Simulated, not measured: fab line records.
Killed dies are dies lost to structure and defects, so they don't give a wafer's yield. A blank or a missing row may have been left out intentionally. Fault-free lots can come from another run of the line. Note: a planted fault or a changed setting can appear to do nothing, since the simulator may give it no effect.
Matching of chambers + flow nand-harc + NHARC_A_STAIRCASE_TRIM_20 on rie-diel-12 has 4 sister chambers
The step chemistry O2, time 211.2 s. 16 wafers are shown with their chamber, then 8 later ones without.

WAFERS PAIRED WITH THEIR CHAMBERS
| wafer  | chamber | showerhead-plenum-p-Torr (Torr) | oes-product-au (a.u.) | rf-vpp-V (V) |
|--------|---------|---------------------------------|-----------------------|--------------|
| L075.1 | 1       | 3.65                            | 0.997                 | 57.9         |
| L075.3 | 3       | 3.68                            | 1.012                 | 55.8         |
| L075.4 | 2       | 3.39                            | 0.996                 | 57.3         |
| L077.3 | 0       | 3.29                            | 0.988                 | 57.5         |
| L077.5 | 2       | 3.38                            | 1.001                 | 58.1         |
| L077.6 | 3       | 3.67                            | 1.009                 | 57.3         |
| L088.1 | 1       | 3.62                            | 0.999                 | 58.2         |
| L088.2 | 3       | 3.65                            | 1.003                 | 58.3         |
| L088.5 | 0       | 3.80                            | 0.991                 | 58.9         |
| L088.3 | 0       | 3.80                            | 1.004                 | 58.6         |
| L088.4 | 3       | 3.65                            | 1.009                 | 58.0         |
| L088.6 | 1       | 3.62                            | 0.989                 | 59.1         |
| L091.1 | 2       | 3.37                            | 1.031                 | 57.6         |
| L091.4 | 3       | 3.65                            | 1.014                 | 57.9         |
| L091.6 | 1       | 3.62                            | 1.004                 | 59.0         |
| L094.4 | 2       | 3.36                            | 1.016                 | 57.7         |

SIGNATURES (averages over the wafers above)
| reading                  | chamber 0 | chamber 1 | chamber 2 | chamber 3 | scatter within a chamber |
|--------------------------|-----------|-----------|-----------|-----------|--------------------------|
| showerhead-plenum-p-Torr | 3.6300    | 3.6275    | 3.3750    | 3.6600    | 0.121                    |
| oes-product-au           | 0.99433   | 0.99725   | 1.01100   | 1.00940   | 0.00949                  |
| rf-vpp-V                 | 58.333    | 58.550    | 57.675    | 57.460    | 0.732                    |
Rule: distance of a wafer from a chamber = root of the sum over the readings of ((wafer's reading minus chamber's mean) / reading's scatter) squared. If the next closest chamber is less than 2 further off than the closest, the wafer can't be placed; otherwise it belongs to the closest. How the scatter is found: for the shown wafers, subtract from each reading the mean of its chamber, square and add these, divide the total by (wafers less chambers), then take the root.

WAFERS WHOSE CHAMBER IS MISSING
| wafer  | showerhead-plenum-p-Torr (Torr) | oes-product-au (a.u.) | rf-vpp-V (V) |
|--------|---------------------------------|-----------------------|--------------|
| L094.5 | 3.61                            | 1.009                 | 57.2         |
| L094.6 | 3.79                            | 1.014                 | 58.3         |
| L096.1 | 3.78                            | 1.015                 | 57.8         |
| L096.4 | 3.64                            | 1.012                 | 58.4         |
| L096.5 | 3.64                            | 1.011                 | 58.5         |
| L097.1 | 3.60                            | 1.014                 | 58.7         |
| L097.3 | 3.78                            | 1.017                 | 57.8         |
| L097.5 | 3.64                            | 1.019                 | 58.7         |

CHAMBER TAKEN BY EACH
| wafer  | from the rows above               | in truth |
|--------|-----------------------------------|----------|
| L094.5 | can't be placed: 3 or 2 or 0 or 1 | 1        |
| L094.6 | can't be placed: 3 or 1 or 0 or 2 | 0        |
| L096.1 | can't be placed: 3 or 1 or 0      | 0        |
| L096.4 | can't be placed: 3 or 1 or 0 or 2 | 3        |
| L096.5 | can't be placed: 3 or 1 or 0 or 2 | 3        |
| L097.1 | can't be placed: 1 or 3 or 0 or 2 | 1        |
| L097.3 | can't be placed: 3 or 1 or 0      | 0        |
| L097.5 | can't be placed: 3 or 1 or 0 or 2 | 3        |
0 of 8 placed correctly. Unplaceable from these rows: 8, with the true chamber sitting among the candidates in 8. Wrongly placed: 0.
